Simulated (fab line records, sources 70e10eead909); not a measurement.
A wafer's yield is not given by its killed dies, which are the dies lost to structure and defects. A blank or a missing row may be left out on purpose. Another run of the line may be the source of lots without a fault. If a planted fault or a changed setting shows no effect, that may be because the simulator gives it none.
The tool behind it: which one? | flow nand-harc | 14 lots, 42 wafers sampled, at 3 steps of a route of 1302

== WHAT THE GAUGES SHOWED, per wafer ==
NHARC_P_GATE_CD_MEAS_26 targets a cd of 120 nm.
lot  | measured     | on        | cd-nm (nm)
L385 | day 5 04:09  | cd-sem-03 | 119.2 119.3 118.6
L387 | day 5 18:21  | cd-sem-02 | 119.2 118.5 118.5
L389 | day 6 19:30  | cd-sem-01 | 120.1 119.8 119.9
L390 | day 6 22:41  | cd-sem-02 | 120.3 119.6 119.9
L391 | day 7 11:19  | cd-sem-03 | 120.4 120.1 120.2
L393 | day 8 10:31  | cd-sem-03 | 120.2 119.3 119.9
L394 | day 8 17:22  | cd-sem-01 | 120.9 120.2 120.8
L396 | day 9 13:18  | cd-sem-02 | 121.5 119.4 120.6
L400 | day 11 05:11 | cd-sem-03 | 121.2 120.4 121.2
L404 | day 13 08:25 | cd-sem-01 | 118.5 119.2 118.8
L405 | day 13 10:10 | cd-sem-02 | 137.7 138.1 138.5
L406 | day 13 15:13 | cd-sem-01 | 137.5 138.0 137.8
L407 | day 14 09:08 | cd-sem-01 | 119.0 118.4 117.3
L408 | day 14 10:29 | cd-sem-02 | 120.0 119.9 119.3

== EACH LOT AND THE TOOL THAT RAN IT (in order: tool; ch and the chambers of the sampled wafers; start) ==
lot  | NHARC_P_STI_ETCH_31                           | NHARC_P_GATE_PEB_24
L385 | rie-diel-01 ch 0,1,2, day 5 04:05 or earlier  | litho-track-06 ch 0, day 5 04:05
L387 | rie-diel-07 ch 0,2,3, day 5 18:16 or earlier  | litho-track-06 ch 0, day 5 18:16
L389 | rie-diel-01 ch 0,2,3, day 6 19:25 or earlier  | litho-track-01 ch 0, day 6 19:25
L390 | rie-diel-07 ch 0,2, day 6 22:37 or earlier    | litho-track-04 ch 0, day 6 22:37
L391 | rie-diel-01 ch 0,1,2, day 7 11:14 or earlier  | litho-track-04 ch 0, day 7 11:14
L393 | rie-diel-01 ch 1,2,3, day 8 10:25 or earlier  | litho-track-04 ch 0, day 8 10:25
L394 | rie-diel-01 ch 0,1,3, day 8 17:17 or earlier  | litho-track-01 ch 0, day 8 17:17
L396 | rie-diel-03 ch 1,2,3, day 9 13:13 or earlier  | litho-track-01 ch 0, day 9 13:13
L400 | rie-diel-01 ch 0,1,3, day 11 05:06 or earlier | litho-track-04 ch 0, day 11 05:06
L404 | rie-diel-01 ch 0,2, day 13 08:20 or earlier   | litho-track-06 ch 0, day 13 08:20
L405 | rie-diel-03 ch 0,2,3, day 13 10:05 or earlier | litho-track-01 ch 0, day 13 10:05
L406 | rie-diel-03 ch 0,2,3, day 13 15:08 or earlier | litho-track-01 ch 0, day 13 15:08
L407 | rie-diel-03 ch 0,1,2, day 14 09:04 or earlier | litho-track-06 ch 0, day 14 09:04
L408 | rie-diel-01 ch 1,2,3, day 14 10:25 or earlier | litho-track-04 ch 0, day 14 10:25
- NHARC_P_STI_ETCH_31: etches the open film in CF4/CHF3, target depth 108.9 nm, time 54.5 s.
- NHARC_P_GATE_PEB_24: peb time 65 s.

== WHAT THE TOOLS THEMSELVES READ (means of the sampled wafers that have a number; where no wafer has one, the mark that the record gives instead) ==
NHARC_P_STI_ETCH_31.
lot  | tool        | chamber-pressure-mTorr (mTorr) | drypump-motor-current-A (A) | mfc-ar-sccm (sccm) | oes-product-au (a.u.) | rf-fwd-power-W (W) | rf-vpp-V (V) | showerhead-plenum-p-Torr (Torr) | throttle-valve-pct (%)
L385 | rie-diel-01 | 24.971                         | 5.6                         | 0.004              | 0.981                 | 494.2              | 372.1        | 1.60                            | 16.810
L387 | rie-diel-07 | 25.005                         | 5.8                         | 0.003              | 0.962                 | 494.0              | 368.7        | 1.53                            | 16.810
L389 | rie-diel-01 | 25.003                         | 5.6                         | 0.004              | 0.939                 | 492.2              | 369.8        | 1.54                            | 16.803
L390 | rie-diel-07 | 25.029                         | 5.9                         | 0.005              | 0.964                 | 493.2              | 368.0        | 1.49                            | 16.805
L391 | rie-diel-01 | 24.991                         | 5.6                         | 0.004              | 0.980                 | 495.4              | 371.1        | 1.60                            | 16.797
L393 | rie-diel-01 | 25.030                         | 5.8                         | 0.004              | 0.979                 | 492.2              | 370.4        | 1.58                            | 16.803
L394 | rie-diel-01 | 24.984                         | 5.6                         | 0.000              | 0.980                 | 495.0              | 370.3        | 1.57                            | 16.806
L396 | rie-diel-03 | 24.982                         | 5.8                         | 0.001              | 0.972                 | 493.3              | 371.9        | 1.61                            | 16.803
L400 | rie-diel-01 | 25.004                         | 5.6                         | 0.000              | 0.966                 | 494.3              | 370.3        | 1.57                            | 16.803
L404 | rie-diel-01 | 24.980                         | 5.4                         | 0.004              | 0.988                 | 495.7              | 370.3        | 1.56                            | 16.811
L405 | rie-diel-03 | 25.002                         | 5.8                         | 0.007              | 0.970                 | 495.3              | 372.7        | 1.64                            | 16.808
L406 | rie-diel-03 | 25.009                         | 5.8                         | 0.007              | 0.973                 | 495.0              | 372.5        | 1.64                            | 16.806
L407 | rie-diel-03 | 25.012                         | 5.7                         | 0.005              | 0.964                 | 495.2              | 371.3        | 1.59                            | 16.812
L408 | rie-diel-01 | 25.020                         | 5.8                         | 0.004              | 0.970                 | 493.5              | 371.3        | 1.58                            | 16.811

NHARC_P_GATE_PEB_24.
lot  | tool           | heater-power-total-W (W) | plate-temp-C (C) | resist-line-temp-C (C)
L385 | litho-track-06 | 156.9                    | 99.98            | 22.97
L387 | litho-track-06 | 157.0                    | 100.05           | 23.01
L389 | litho-track-01 | 156.9                    | 100.02           | 23.04
L390 | litho-track-04 | 156.4                    | 100.02           | 23.12
L391 | litho-track-04 | 156.6                    | 100.07           | 23.08
L393 | litho-track-04 | 156.9                    | 99.94            | 22.99
L394 | litho-track-01 | 156.6                    | 100.02           | 23.04
L396 | litho-track-01 | 156.5                    | 100.08           | 23.10
L400 | litho-track-04 | 156.7                    | 99.90            | 22.93
L404 | litho-track-06 | 156.8                    | 100.07           | 22.82
L405 | litho-track-01 | 147.0                    | 95.53            | 22.96
L406 | litho-track-01 | 147.0                    | 95.48            | 23.02
L407 | litho-track-06 | 156.7                    | 100.12           | 23.08
L408 | litho-track-04 | 156.7                    | 99.99            | 23.03

== THE ANSWER, worked out from the rows above alone ==
Rule: the lots themselves supply what counts as usual. The widest of any qualifying gaps counts: lots, ordered by their means at a reading, are off when they make up no more than a third of the lots, leave a main group of 4 or more, and stand apart from it by 3 or more times the standard deviation of that group's means. Not used: any main group whose means are identical at the precision the tables above print for the reading. Also off: a lot with no number at a reading for which 4 or more lots have one. Where the step has rows for the other lots, those lots are counted as sound. The gauges are gone through in route order, then the tools' own readings, and for those a lot's mean is taken as printed above. The first step at which some lot is off is used, and at that step the reading that is off furthest; a lot without a number counts as furthest.
Off: L405, L406 (NHARC_P_GATE_CD_MEAS_26, cd-nm). For the main group the mean is 119.7 nm and the standard deviation 0.8.
A tool fits if, at a process step before that reading, it ran every lot that is off, and no sound lot after the first of them. The gauges at NHARC_P_GATE_CD_MEAS_26 aren't tried: what is off there is off at NHARC_P_GATE_PEB_24 too, on other tools, and a gauge's error can't cause that. With no start given for some of its lots, NHARC_P_STI_ETCH_31 uses the hours and lot order of NHARC_P_GATE_PEB_24. One candidate fits, namely litho-track-01 at NHARC_P_GATE_PEB_24. A fault onset in the window from L396 (day 9 13:13, its last sound lot) to L405 (day 13 10:05, its first lot off) fits.
The tool's own readings at NHARC_P_GATE_PEB_24 bear it out: on the lots that are off they differ by more than 5 times the standard deviation of the sound lots' means. heater-power-total-W reads 147.0 W there against 156.7 W on the sound lots; plate-temp-C reads 95.50 C there against 100.02 C on the sound lots.

== WHAT HAD BEEN PUT IN BY THE SIMULATOR ==
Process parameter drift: litho-track-01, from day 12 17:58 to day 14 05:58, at NHARC_P_GATE_PEB_24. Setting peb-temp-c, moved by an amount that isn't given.
Shown lots that were struck: L405, L406. This agrees with what the rule above found.
